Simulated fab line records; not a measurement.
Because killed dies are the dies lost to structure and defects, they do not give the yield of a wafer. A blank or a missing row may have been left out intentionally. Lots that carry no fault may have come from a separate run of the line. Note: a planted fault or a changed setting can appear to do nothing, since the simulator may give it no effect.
Matching of chambers    flow n5Finfet    rieDiel-04 running N5_BEOL_M10_ETCH_62: 4 sister chambers
The step etches SOC in N2/H2, target depth 110 nm, overetch 22 nm, time 165 s. 8 wafers are shown with their chamber, then 11 later ones without.

## WAFERS PAIRED WITH THEIR CHAMBERS
wafer   chamber  showerheadPlenumPTorr (Torr)  throttleValvePct (%)
L080.4  3        2.68                          17.81
L085.1  1        2.67                          17.56
L086.1  0        2.65                          17.73
L086.4  3        2.67                          17.83
L088.1  2        2.48                          17.23
L088.3  0        2.65                          17.72
L088.4  1        2.67                          17.58
L089.1  2        2.47                          17.26

## WAFERS WITHOUT THEIR CHAMBER
wafer   showerheadPlenumPTorr (Torr)  throttleValvePct (%)
L089.3  2.67                          17.85
L089.6  2.67                          17.85
L091.1  2.67                          17.85
L091.4  2.47                          17.26
L091.6  2.65                          17.76
L095.2  2.66                          17.63
L095.3  2.65                          17.76
L095.4  2.47                          17.26
L097.2  2.66                          17.62
L097.3  2.66                          17.87
L097.4  2.47                          17.28

## WHICH CHAMBER EACH WENT THROUGH
wafer   from the rows above  in truth
L089.3  3                    3
L089.6  3                    3
L091.1  3                    3
L091.4  2                    2
L091.6  0                    0
L095.2  1                    1
L095.3  0                    0
L095.4  2                    2
L097.2  1                    1
L097.3  3                    3
L097.4  2                    2
Placed correctly: 11 of 11. Number that these rows cannot place: 0. Placed wrongly: 0.
How it was worked out, from the rows above alone: a wafer's distance from a chamber is the root of the sum, over the readings, of the square of ((its reading less the chamber's mean) divided by the reading's scatter). If the next closest chamber is less than 2 further off than the closest, the wafer can't be placed; otherwise it belongs to the closest. Each chamber's mean is taken over the wafers shown for it. The scatter: the root of (the sum of the squares of (reading less its chamber's mean) over the shown wafers, divided by (wafers less chambers)).
